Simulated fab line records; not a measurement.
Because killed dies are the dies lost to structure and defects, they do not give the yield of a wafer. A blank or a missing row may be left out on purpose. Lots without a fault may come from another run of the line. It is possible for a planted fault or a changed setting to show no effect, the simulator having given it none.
Matching of chambers :: flow nand-harc :: NHARC_P_CONTACT_DEP_30 on pecvd-04 has 3 sister chambers
The step deposits SiNx, target thk 30 nm. 22 wafers are shown with their chamber, then 11 later ones without.

## WAFERS PAIRED WITH THEIR CHAMBERS
wafer: L074.1
chamber: 0
heater-power-w (W): 633

wafer: L074.2
chamber: 2
heater-power-w (W): 861

wafer: L074.3
chamber: 1
heater-power-w (W): 729

wafer: L077.2
chamber: 2
heater-power-w (W): 733

wafer: L077.4
chamber: 0
heater-power-w (W): 601

wafer: L077.5
chamber: 2
heater-power-w (W): 726

wafer: L078.2
chamber: 2
heater-power-w (W): 706

wafer: L078.4
chamber: 0
heater-power-w (W): 521

wafer: L078.5
chamber: 2
heater-power-w (W): 711

wafer: L080.1
chamber: 0
heater-power-w (W): 584

wafer: L080.5
chamber: 0
heater-power-w (W): 589

wafer: L080.6
chamber: 1
heater-power-w (W): 720

wafer: L083.1
chamber: 1
heater-power-w (W): 669

wafer: L083.4
chamber: 2
heater-power-w (W): 781

wafer: L083.6
chamber: 1
heater-power-w (W): 674

wafer: L083.2
chamber: 2
heater-power-w (W): 795

wafer: L083.3
chamber: 0
heater-power-w (W): 573

wafer: L083.5
chamber: 0
heater-power-w (W): 575

wafer: L084.1
chamber: 0
heater-power-w (W): 581

wafer: L084.2
chamber: 1
heater-power-w (W): 743

wafer: L084.5
chamber: 1
heater-power-w (W): 730

wafer: L085.1
chamber: 0
heater-power-w (W): 550

SIGNATURES, as means of the wafers listed above
reading: heater-power-w
chamber 0: 578.56
chamber 1: 710.83
chamber 2: 759.00
scatter within a chamber: 40.9
Rule: a wafer's distance from a chamber is the root of the sum, over the readings, of the square of ((its reading less the chamber's mean) divided by the reading's scatter). If the next closest chamber is less than 2 further off than the closest, the wafer can't be placed; otherwise it belongs to the closest. The scatter: take each reading less its chamber's mean, square it, sum over the shown wafers, divide by the number of wafers less the number of chambers, and take the root.

## WAFERS WHOSE CHAMBER IS MISSING
wafer: L085.3
heater-power-w (W): 736

wafer: L085.6
heater-power-w (W): 778

wafer: L085.2
heater-power-w (W): 788

wafer: L085.4
heater-power-w (W): 576

wafer: L085.5
heater-power-w (W): 755

wafer: L087.2
heater-power-w (W): 690

wafer: L087.3
heater-power-w (W): 721

wafer: L087.4
heater-power-w (W): 597

wafer: L087.1
heater-power-w (W): 594

wafer: L087.5
heater-power-w (W): 717

wafer: L087.6
heater-power-w (W): 683

## CHAMBER TAKEN BY EACH
wafer: L085.3
from the rows above: can't be placed: 2 or 1
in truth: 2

wafer: L085.6
from the rows above: can't be placed: 2 or 1
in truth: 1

wafer: L085.2
from the rows above: can't be placed: 2 or 1
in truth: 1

wafer: L085.4
from the rows above: 0
in truth: 0

wafer: L085.5
from the rows above: can't be placed: 2 or 1
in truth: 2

wafer: L087.2
from the rows above: can't be placed: 1 or 2
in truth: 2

wafer: L087.3
from the rows above: can't be placed: 1 or 2
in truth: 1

wafer: L087.4
from the rows above: 0
in truth: 0

wafer: L087.1
from the rows above: 0
in truth: 0

wafer: L087.5
from the rows above: can't be placed: 1 or 2
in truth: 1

wafer: L087.6
from the rows above: can't be placed: 1 or 2 or 0
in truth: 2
3 of 11 placed correctly. Unplaceable from these rows: 8, with the true chamber sitting among the candidates in 8. Placed wrongly: 0.
